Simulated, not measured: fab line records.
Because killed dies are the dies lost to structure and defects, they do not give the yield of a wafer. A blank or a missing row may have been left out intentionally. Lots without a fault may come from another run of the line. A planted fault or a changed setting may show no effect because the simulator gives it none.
What tool caused it?    flow nand-harc    20 wafers from 7 lots sampled at 5 of the route's 1302 steps

== WHAT THE GAUGES READ, wafer by wafer ==
NHARC_END_SORT_01.
lot   measured      on         killed-at-array
L645  day 30 03:07  prober-01  68 676 72
L646  day 30 15:24  prober-02  34 666

== EACH LOT AND THE TOOL THAT RAN IT (in order: tool; ch and the chambers of the sampled wafers; start) ==
lot   NHARC_A_CONTACT_ETCH_134              NHARC_A_CONTACT_ETCH_136              NHARC_A_CONTACT_ETCH_137              NHARC_A_CONTACT_ALD_18
L631  har-cap-etch-02 ch 0,1, day 22 07:46  har-cap-etch-02 ch 0,1, day 22 08:14  har-cap-etch-02 ch 0,1, day 22 08:31  ald-metal-02 ch 0,2,3, day 22 10:56
L633  har-cap-etch-01 ch 0, day 24 00:58    har-cap-etch-01 ch 0, day 24 01:28    har-cap-etch-01 ch 0, day 24 01:44    ald-metal-01 ch 0,2,3, day 24 04:02
L636  har-cap-etch-01 ch 0,1, day 24 04:19  har-cap-etch-01 ch 0,1, day 24 04:49  har-cap-etch-01 ch 0,1, day 24 05:05  ald-metal-02 ch 0,1,3, day 24 07:17
L639  har-cap-etch-03 ch 0,1, day 26 04:48  har-cap-etch-03 ch 0,1, day 26 05:18  har-cap-etch-03 ch 0,1, day 26 05:34  ald-metal-04 ch 2,3, day 26 08:02
L645  har-cap-etch-01 ch 0,1, day 27 21:56  har-cap-etch-01 ch 0,1, day 27 22:25  har-cap-etch-01 ch 0,1, day 27 22:41  ald-metal-04 ch 1,3, day 28 00:53
L646  har-cap-etch-03 ch 1, day 28 16:14    har-cap-etch-03 ch 1, day 28 16:43    har-cap-etch-03 ch 1, day 28 16:59    ald-metal-04 ch 1,2, day 28 19:14
L653  har-cap-etch-03 ch 0,1, day 32 04:49  har-cap-etch-03 ch 0,1, day 32 05:17  har-cap-etch-03 ch 0,1, day 32 05:34  ald-metal-02 ch 0,2, day 32 07:52
- NHARC_A_CONTACT_ETCH_134: etches the open film in C4F8/O2/Ar, time 140 s, target depth 700 nm.
- NHARC_A_CONTACT_ETCH_136: etches the open film in C4F8/O2/Ar, time 311 s, target depth 1912 nm.
- NHARC_A_CONTACT_ETCH_137: etches the open film in C4F8/O2/Ar, time 311 s, target depth 1912 nm.
- NHARC_A_CONTACT_ALD_18: deposits TiN, target thk 3 nm, pulse time 1 s, ald cycles 150.

== THE ANSWER, worked out from the rows above alone ==
Rule: the lots themselves supply what counts as usual. The widest of any qualifying gaps counts: lots, ordered by their means at a reading, are off when they make up no more than a third of the lots, leave a main group of 4 or more, and stand apart from it by 3 or more times the standard deviation of that group's means. A main group is skipped when, at the precision printed for the reading in the tables above, its means are all equal. A lot without any number at a reading at which 4 lots or more have one is off too. Where the step has rows for the other lots, those lots are counted as sound.
Across all readings shown, no lot is off: no conclusion can be drawn from this.

== WHAT THE SIMULATOR HAD INSERTED ==
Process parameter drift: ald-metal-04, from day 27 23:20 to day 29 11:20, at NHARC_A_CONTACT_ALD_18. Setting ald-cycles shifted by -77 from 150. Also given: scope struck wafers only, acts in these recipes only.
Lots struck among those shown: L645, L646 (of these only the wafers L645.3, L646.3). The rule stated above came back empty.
